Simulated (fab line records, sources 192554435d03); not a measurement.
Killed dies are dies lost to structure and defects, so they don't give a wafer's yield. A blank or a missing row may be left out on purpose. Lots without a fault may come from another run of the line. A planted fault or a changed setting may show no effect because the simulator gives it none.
Chamber matching | flow n5_finfet | N5_BEOL_M0_CUTY_ETCH_62 on rie_diel-06: 4 sister chambers
The step etches SiARC in CF4, time 58.5 s. 4 wafers are shown with their chamber, then 9 later ones without.

WAFERS WITH THEIR CHAMBER
wafer  | chamber | showerhead_plenum_p_Torr (Torr)
L080.2 | 1       | 2.19
L084.1 | 2       | 2.16
L084.3 | 3       | 2.23
L084.5 | 0       | 2.08

WAFERS WITHOUT THEIR CHAMBER
wafer  | showerhead_plenum_p_Torr (Torr)
L091.1 | 2.16
L091.2 | 2.18
L091.4 | 2.08
L095.1 | 2.23
L095.3 | 2.18
L095.6 | 2.08
L097.1 | 2.08
L097.3 | 2.15
L097.6 | 2.23

WHICH CHAMBER EACH WENT THROUGH
wafer  | from the rows above     | in truth
L091.1 | 2                       | 2
L091.2 | can't be placed: 1 or 2 | 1
L091.4 | 0                       | 0
L095.1 | 3                       | 3
L095.3 | can't be placed: 1 or 2 | 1
L095.6 | 0                       | 0
L097.1 | 0                       | 0
L097.3 | 2                       | 2
L097.6 | 3                       | 3
Placed correctly: 7 of 9. Can't be placed from these rows: 2 (the true chamber is among the candidates in 2). Placed wrongly: 0.
How it was worked out, from the rows above alone: a wafer's distance from a chamber is the root of the sum, over the readings, of the square of ((its reading less the chamber's mean) divided by the reading's scatter). The wafer belongs to the nearest chamber; if the next one is less than 2 further off, it can't be placed. A chamber's mean is the mean of its shown wafers. The scatter: with one shown wafer a chamber, the root of the mean of the squares of how far each hidden wafer lies from its nearest shown one.
